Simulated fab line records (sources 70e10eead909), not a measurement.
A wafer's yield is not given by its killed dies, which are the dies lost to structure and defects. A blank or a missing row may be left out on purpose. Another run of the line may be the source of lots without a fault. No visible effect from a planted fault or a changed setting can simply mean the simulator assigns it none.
The tool behind it: which one? -- flow nandHarc -- 42 wafers from 14 lots sampled at 4 of the route's 1159 steps

WHAT THE GAUGES READ, wafer by wafer
The record lacks any reading of a measuring or inspecting step that a usual standard deviation could be used to judge.

TOOL THAT RAN EACH LOT (tool first, then ch and the chambers of the sampled wafers, then the start)
lot,NHARC_A_STAIRCASE_ETCH_15,NHARC_A_STAIRCASE_TRIM_18,NHARC_A_STAIRCASE_TRIM_24,NHARC_A_STAIRCASE_TRIM_26
L427,"rieDiel-11 ch 0,1,3, day 10 19:24 or earlier","rieDiel-11 ch 0,1, day 10 19:24 or earlier","rieDiel-13 ch 1,2,3, day 10 19:24","rieDiel-13 ch 0,2, no start"
L429,"rieDiel-11 ch 1,2,3, day 11 06:54 or earlier","rieDiel-11 ch 0,1, day 11 06:54 or earlier","rieDiel-07 ch 1,2, day 11 06:54","rieDiel-07 ch 0,3, no start"
L428,"rieDiel-11 ch 0,1,3, day 11 10:53 or earlier","rieDiel-11 ch 1,2,3, day 11 10:53 or earlier","rieDiel-11 ch 0,3, day 11 10:53","rieDiel-11 ch 1,2,3, no start"
L432,"rieDiel-11 ch 0,3, day 11 13:41 or earlier","rieDiel-11 ch 1,3, day 11 13:41 or earlier","rieDiel-07 ch 1,2,3, day 11 13:41","rieDiel-07 ch 0,1, no start"
L431,"rieDiel-11 ch 0,1,2, day 11 13:51 or earlier","rieDiel-11 ch 2,3, day 11 13:51 or earlier","rieDiel-13 ch 0,2, day 11 13:51","rieDiel-13 ch 1,2, no start"
L433,"rieDiel-07 ch 0,2, day 12 05:06 or earlier","rieDiel-07 ch 0,2, day 12 05:06 or earlier","rieDiel-07 ch 0,3, day 12 05:06","rieDiel-07 ch 0,3, no start"
L434,"rieDiel-11 ch 1,2,3, day 12 05:25 or earlier","rieDiel-11 ch 0,2,3, day 12 05:25 or earlier","rieDiel-11 ch 0,1,3, day 12 05:25","rieDiel-11 ch 1,2,3, no start"
L437,"rieDiel-13 ch 0,1,2, day 14 01:50 or earlier","rieDiel-13 ch 0,2,3, day 14 01:50 or earlier","rieDiel-07 ch 0,3, day 14 01:50","rieDiel-07 ch 1,2,3, no start"
L441,"rieDiel-13 ch 0,3, day 14 02:05 or earlier","rieDiel-13 ch 0,1,3, day 14 02:05 or earlier","rieDiel-13 ch 0,1,3, day 14 02:05","rieDiel-13 ch 0,1, no start"
L440,"rieDiel-11 ch 1,3, day 14 09:56 or earlier","rieDiel-11 ch 0,2, day 14 09:56 or earlier","rieDiel-11 ch 0,2, day 14 09:56","rieDiel-11 ch 0,1,3, no start"
L443,"rieDiel-11 ch 1,2, day 14 14:48 or earlier","rieDiel-11 ch 0,3, day 14 14:48 or earlier","rieDiel-11 ch 0,1,2, day 14 14:48","rieDiel-11 ch 1,2,3, no start"
L448,"rieDiel-07 ch 1,2,3, day 16 00:55 or earlier","rieDiel-07 ch 1,2, day 16 00:55 or earlier","rieDiel-13 ch 0,2,3, day 16 00:55","rieDiel-13 ch 0,1,2, no start"
L447,"rieDiel-07 ch 0,1,2, day 16 09:52 or earlier","rieDiel-07 ch 1,2, day 16 09:52 or earlier","rieDiel-13 ch 2,3, day 16 09:52","rieDiel-13 ch 0,1,3, no start"
L450,"rieDiel-13 ch 1,2,3, day 16 14:05 or earlier","rieDiel-13 ch 0,2,3, day 16 14:05 or earlier","rieDiel-13 ch 0,2, day 16 14:05","rieDiel-13 ch 1,3, no start"
- NHARC_A_STAIRCASE_ETCH_15: etches the open film in C4F8/O2, target depth 100 nm, time 40.5 s.
- NHARC_A_STAIRCASE_TRIM_18: chemistry O2, time 211.2 s.
- NHARC_A_STAIRCASE_TRIM_24: chemistry O2, time 211.2 s.
- NHARC_A_STAIRCASE_TRIM_26: chemistry O2, time 211.2 s.

AS READ BY THE TOOLS THEMSELVES (means over the sampled wafers that have a number; for cases with no such wafer, the mark the record gives instead)
NHARC_A_STAIRCASE_ETCH_15. Usual: oesProductAu 0.945 a.u., standard deviation 0.014; rfVppV 898 V, standard deviation 4.7.
lot,tool,oesProductAu (a.u.),rfVppV (V),flag
L427,rieDiel-11,0.952,895,
L429,rieDiel-11,0.939,898,
L428,rieDiel-11,0.954,895,
L432,rieDiel-11,0.944,893,
L431,rieDiel-11,0.944,896,
L433,rieDiel-07,0.945,895,
L434,rieDiel-11,0.942,899,
L437,rieDiel-13,0.942,902,
L441,rieDiel-13,0.928,903,
L440,rieDiel-11,0.936,898,
L443,rieDiel-11,0.953,900,
L448,rieDiel-07,0.953,896,
L447,rieDiel-07,0.940,896,
L450,rieDiel-13,0.934,902,

NHARC_A_STAIRCASE_TRIM_18. Usual: drypumpMotorCurrentA 6.0 A (standard deviation 0.36); o2FlowSccm 499.9 sccm (standard deviation 1.5); oesProductAu 1.006 a.u. (standard deviation 0.013); rfVppV 57.9 V (standard deviation 0.86); runLengthS 232.5 s (standard deviation 0.52); showerheadPlenumPTorr 3.57 Torr (standard deviation 0.13); throttleValvePct 17.036 % (standard deviation 0.0091).
lot,tool,drypumpMotorCurrentA (A),o2FlowSccm (sccm),oesProductAu (a.u.),rfVppV (V),runLengthS (s),showerheadPlenumPTorr (Torr),throttleValvePct (%),flag
L427,rieDiel-11,6.0,499.4,1.016,56.9,233.0,3.56,17.045,
L429,rieDiel-11,6.0,499.5,1.014,58.4,232.7,3.56,17.036,
L428,rieDiel-11,6.3,500.3,0.995,58.7,232.2,3.61,17.039,
L432,rieDiel-11,6.2,498.4,1.005,58.0,232.7,3.62,17.041,
L431,rieDiel-11,6.3,500.1,0.997,57.3,231.8,3.60,17.034,
L433,rieDiel-07,6.0,501.2,1.007,59.0,232.8,3.52,17.032,
L434,rieDiel-11,5.9,498.9,1.011,58.7,232.4,3.49,17.044,
L437,rieDiel-13,5.7,499.0,1.012,58.4,232.9,3.72,17.029,
L441,rieDiel-13,5.6,499.4,0.999,58.6,232.5,3.72,17.028,
L440,rieDiel-11,5.8,500.4,1.012,57.2,232.3,3.42,17.036,
L443,rieDiel-11,5.8,498.3,0.995,57.3,232.4,3.44,17.035,
L448,rieDiel-07,6.0,501.5,1.008,58.5,232.4,3.53,17.034,
L447,rieDiel-07,5.9,500.3,1.020,57.4,232.7,3.53,17.034,
L450,rieDiel-13,5.8,500.0,1.004,58.8,232.7,3.71,17.041,

NHARC_A_STAIRCASE_TRIM_24. Usual: drypumpMotorCurrentA 5.9 A (standard deviation 0.34); o2FlowSccm 500.0 sccm (standard deviation 1.4); oesProductAu 1.003 a.u. (standard deviation 0.014); rfVppV 57.8 V (standard deviation 0.78); runLengthS 232.6 s (standard deviation 0.44); showerheadPlenumPTorr 3.59 Torr (standard deviation 0.13); throttleValvePct 17.036 % (standard deviation 0.0078).
lot,tool,drypumpMotorCurrentA (A),o2FlowSccm (sccm),oesProductAu (a.u.),rfVppV (V),runLengthS (s),showerheadPlenumPTorr (Torr),throttleValvePct (%),flag
L427,rieDiel-13,5.7,498.6,0.990,58.6,232.7,3.72,17.040,
L429,rieDiel-07,6.0,500.5,1.010,57.7,232.6,3.55,17.033,
L428,rieDiel-11,5.6,499.9,1.009,57.4,232.5,3.39,17.042,
L432,rieDiel-07,6.0,500.0,1.010,57.8,232.7,3.56,17.039,
L431,rieDiel-13,5.8,501.7,0.992,58.6,232.8,3.75,17.036,
L433,rieDiel-07,6.2,500.1,0.998,57.4,232.9,3.52,17.041,
L434,rieDiel-11,5.9,501.1,0.997,56.9,232.4,3.50,17.037,
L437,rieDiel-07,6.2,499.9,0.996,57.9,232.9,3.52,17.041,
L441,rieDiel-13,5.6,500.6,0.991,58.2,232.6,3.72,17.038,
L440,rieDiel-11,5.8,500.4,1.005,57.8,285.2,3.41,17.042,OFF
L443,rieDiel-11,6.1,500.0,1.021,57.6,258.8,3.53,17.033,OFF
L448,rieDiel-13,5.8,498.5,1.006,57.9,232.8,3.71,17.038,
L447,rieDiel-13,5.7,500.8,0.998,58.2,232.6,3.69,17.034,
L450,rieDiel-13,5.8,501.1,0.996,58.5,232.8,3.73,17.041,

NHARC_A_STAIRCASE_TRIM_26. Usual: drypumpMotorCurrentA 5.9 A (standard deviation 0.34); o2FlowSccm 500.1 sccm (standard deviation 1.7); oesProductAu 1.003 a.u. (standard deviation 0.013); rfVppV 58.0 V (standard deviation 0.9); runLengthS 232.6 s (standard deviation 0.48); showerheadPlenumPTorr 3.60 Torr (standard deviation 0.12); throttleValvePct 17.038 % (standard deviation 0.0094).
lot,tool,drypumpMotorCurrentA (A),o2FlowSccm (sccm),oesProductAu (a.u.),rfVppV (V),runLengthS (s),showerheadPlenumPTorr (Torr),throttleValvePct (%),flag
L427,rieDiel-13,5.9,500.0,0.993,58.4,233.0,3.74,17.029,
L429,rieDiel-07,6.2,498.3,0.990,57.3,233.0,3.53,17.042,
L428,rieDiel-11,6.2,499.1,1.003,58.7,232.2,3.61,17.030,
L432,rieDiel-07,6.1,499.8,1.004,57.7,232.5,3.53,17.049,
L431,rieDiel-13,5.9,499.5,0.994,57.8,232.9,3.71,17.043,
L433,rieDiel-07,6.0,500.1,0.997,57.2,233.2,3.56,17.031,
L434,rieDiel-11,6.2,499.8,1.006,58.0,232.3,3.61,17.043,
L437,rieDiel-07,5.9,500.4,1.003,58.3,232.9,3.55,17.036,
L441,rieDiel-13,5.6,501.1,0.993,58.0,232.6,3.71,17.035,
L440,rieDiel-11,5.9,498.5,1.010,58.0,232.6,3.49,17.029,
L443,rieDiel-11,6.3,500.7,1.001,57.5,232.2,3.60,17.050,
L448,rieDiel-13,5.7,499.7,0.999,58.4,232.8,3.71,17.043,
L447,rieDiel-13,5.6,500.3,0.992,57.2,232.8,3.71,17.037,
L450,rieDiel-13,5.6,501.5,1.001,57.5,232.4,3.69,17.043,

THE ANSWER, worked out from the rows above alone
Rule: a lot counts as off when the mean over its wafers that have a number is more than 3 standard deviations away from the usual mean. A lot without any number at a reading at which 4 lots or more have one is off too. The other lots that the step has rows for count as sound. The gauges are gone through in route order, then the tools' own readings, and for those a lot's mean is taken as printed above. The first step at which some lot is off is used, and at that step the reading that is off furthest; a lot without a number counts as furthest.
Off: L440, L443 (NHARC_A_STAIRCASE_TRIM_24, runLengthS).
A tool fits if, at that step or a process step before it, it ran every lot that is off, and no sound lot after the first of them. NHARC_A_STAIRCASE_ETCH_15 gives no start for some lots, so the hours and the order of its lots are those of NHARC_A_STAIRCASE_TRIM_24. NHARC_A_STAIRCASE_TRIM_18 gives no start for some lots, so the hours and the order of its lots are those of NHARC_A_STAIRCASE_TRIM_24. One fits: rieDiel-11 at NHARC_A_STAIRCASE_ETCH_15 and NHARC_A_STAIRCASE_TRIM_18 and NHARC_A_STAIRCASE_TRIM_24. At NHARC_A_STAIRCASE_ETCH_15 its last sound lot is L434 (day 12 05:25), its first lot that is off L440 (day 14 09:56): a fault that began between those two fits.

WHAT THE SIMULATOR HAD PUT IN
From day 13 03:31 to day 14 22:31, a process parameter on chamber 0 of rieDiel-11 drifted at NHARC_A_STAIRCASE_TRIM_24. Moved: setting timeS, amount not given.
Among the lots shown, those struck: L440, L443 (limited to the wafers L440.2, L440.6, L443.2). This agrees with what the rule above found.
